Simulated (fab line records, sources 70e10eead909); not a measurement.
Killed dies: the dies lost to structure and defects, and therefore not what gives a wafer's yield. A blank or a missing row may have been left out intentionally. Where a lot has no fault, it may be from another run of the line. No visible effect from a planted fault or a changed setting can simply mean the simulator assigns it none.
Tool commonality check | flow nand-harc | 11 lots, 33 wafers sampled

== REASON IT WAS OPENED ==
On 3 of the 11 lots, a flag is raised at NHARC_A_BONDPAD_THK_MEAS_30 on the reading thk-nm. No-fault wafers: 199.7 nm, standard deviation 1.7.
Rule: a lot gets a flag if all its wafers with a number sit over 4 standard deviations from that mean, or if no wafer of it has a number. The rest of the lots are taken to be sound.

lot  | measured     | on            | thk-nm (nm), wafer by wafer | flag
L227 | day 17 20:58 | film-metro-01 | 198.6 197.5 201.7           |
L226 | day 18 00:50 | film-metro-02 | 202.4 200.6 199.5           |
L228 | day 18 05:35 | film-metro-02 | 200.6 199.0 200.2           |
L230 | day 19 07:27 | film-metro-01 | 199.7 200.2 198.7           |
L240 | day 22 10:14 | film-metro-01 | 247.6 245.8 251.2           | FLAGGED
L237 | day 22 10:34 | film-metro-02 | 249.9 251.9 256.1           | FLAGGED
L243 | day 22 21:30 | film-metro-01 | 199.2 201.1 198.8           |
L242 | day 22 22:25 | film-metro-02 | 202.2 202.0 202.1           |
L241 | day 22 23:18 | film-metro-02 | 254.8 254.5 251.5           | FLAGGED
L246 | day 23 06:11 | film-metro-02 | 201.1 198.8 199.6           |
L248 | day 23 16:25 | film-metro-02 | 200.8 197.1 199.8           |
Average over the flagged lots: 251.5 nm; offset from the usual +51.8 nm, equal to +30 standard deviations.

== WHICH TOOL EACH LOT WENT THROUGH ==
Before the reading, the record contains 4 process steps out of a 1159-step route. Each cell gives the tool, then ch followed by the chambers the sampled wafers passed through, then the start.
lot  | flag    | NHARC_A_M1_DESCUM_14               | NHARC_A_M1_ANNEAL_31             | NHARC_A_M1_CMP_23             | NHARC_A_BONDPAD_CMP_29
L227 |         | rie-diel-09 ch 0,1,3, day 17 17:01 | rtp-anneal-01 ch 0, day 17 18:47 | cmp-02 ch 0,1,3, day 17 19:08 | cmp-04 ch 0,2,3, day 17 20:43
L226 |         | rie-diel-12 ch 0,1,3, day 17 20:56 | rtp-anneal-02 ch 0, day 17 22:40 | cmp-01 ch 0,1, day 17 23:00   | cmp-01 ch 0,1,3, day 18 00:38
L228 |         | rie-diel-12 ch 0,1, day 18 01:37   | rtp-anneal-01 ch 0, day 18 03:24 | cmp-02 ch 0,1,2, day 18 03:45 | cmp-01 ch 1,2, day 18 05:20
L230 |         | rie-diel-12 ch 0,2,3, day 19 03:26 | rtp-anneal-01 ch 0, day 19 05:23 | cmp-01 ch 0,2, day 19 05:39   | cmp-01 ch 0,2, day 19 07:13
L240 | FLAGGED | rie-diel-09 ch 2,3, day 22 05:50   | rtp-anneal-02 ch 0, day 22 08:03 | cmp-01 ch 1,2,3, day 22 08:24 | cmp-01 ch 1,2,3, day 22 10:00
L237 | FLAGGED | rie-diel-09 ch 0,2,3, day 22 06:18 | rtp-anneal-01 ch 0, day 22 08:14 | cmp-02 ch 0,3, day 22 08:33   | cmp-04 ch 1,2, day 22 10:20
L243 |         | rie-diel-08 ch 0,1,2, day 22 17:19 | rtp-anneal-01 ch 0, day 22 19:26 | cmp-03 ch 1,2,3, day 22 19:44 | cmp-04 ch 2,3, day 22 21:15
L242 |         | rie-diel-09 ch 0,3, day 22 18:09   | rtp-anneal-02 ch 0, day 22 19:56 | cmp-03 ch 0,2,3, day 22 20:17 | cmp-01 ch 1,3, day 22 22:10
L241 | FLAGGED | rie-diel-12 ch 2,3, day 22 18:53   | rtp-anneal-02 ch 0, day 22 20:46 | cmp-01 ch 0,2,3, day 22 21:04 | cmp-01 ch 0,1, day 22 23:03
L246 |         | rie-diel-12 ch 0,1,2, day 23 02:08 | rtp-anneal-01 ch 0, day 23 04:01 | cmp-02 ch 0,1, day 23 04:23   | cmp-04 ch 0,1,3, day 23 05:59
L248 |         | rie-diel-08 ch 1,2,3, day 23 12:25 | rtp-anneal-01 ch 0, day 23 14:13 | cmp-03 ch 0,2,3, day 23 14:34 | cmp-04 ch 1,2,3, day 23 16:10
What these steps do:
- NHARC_A_M1_DESCUM_14: chemistry O2, time 3 s.
- NHARC_A_M1_ANNEAL_31: time 90 s.
- NHARC_A_M1_CMP_23: polishes, t overpolish 20 s, target thk 154.34 nm.
- NHARC_A_BONDPAD_CMP_29: polishes SiCN, target thk 200 nm.
- NHARC_A_BONDPAD_THK_MEAS_30: measures by ellipsometry.

== FLAGGED OVER TOTAL, TOOL BY TOOL (the gauges that took the reading come last) ==
step                        | tool          | lots run | flagged | share of the flagged lots | sound lots run after its first flagged lot
NHARC_A_M1_DESCUM_14        | rie-diel-08   | 2        | 0       | none                      | -
NHARC_A_M1_DESCUM_14        | rie-diel-09   | 4        | 2       | some                      | 1 (L242)
NHARC_A_M1_DESCUM_14        | rie-diel-12   | 5        | 1       | some                      | 1 (L246)
NHARC_A_M1_ANNEAL_31        | rtp-anneal-01 | 7        | 1       | some                      | 3 (L243,L246,L248)
NHARC_A_M1_ANNEAL_31        | rtp-anneal-02 | 4        | 2       | some                      | 1 (L242)
NHARC_A_M1_CMP_23           | cmp-01        | 4        | 2       | some                      | 0
NHARC_A_M1_CMP_23           | cmp-02        | 4        | 1       | some                      | 1 (L246)
NHARC_A_M1_CMP_23           | cmp-03        | 3        | 0       | none                      | -
NHARC_A_BONDPAD_CMP_29      | cmp-01        | 6        | 2       | some                      | 1 (L242)
NHARC_A_BONDPAD_CMP_29      | cmp-04        | 5        | 1       | some                      | 3 (L243,L246,L248)
NHARC_A_BONDPAD_THK_MEAS_30 | film-metro-01 | 4        | 1       | some                      | 1 (L243)
NHARC_A_BONDPAD_THK_MEAS_30 | film-metro-02 | 7        | 2       | some                      | 3 (L242,L246,L248)

== WHAT THE TABLE PERMITS ==
No row of the table ran every flagged lot.

== WHAT THE SIMULATOR HAD INSERTED ==
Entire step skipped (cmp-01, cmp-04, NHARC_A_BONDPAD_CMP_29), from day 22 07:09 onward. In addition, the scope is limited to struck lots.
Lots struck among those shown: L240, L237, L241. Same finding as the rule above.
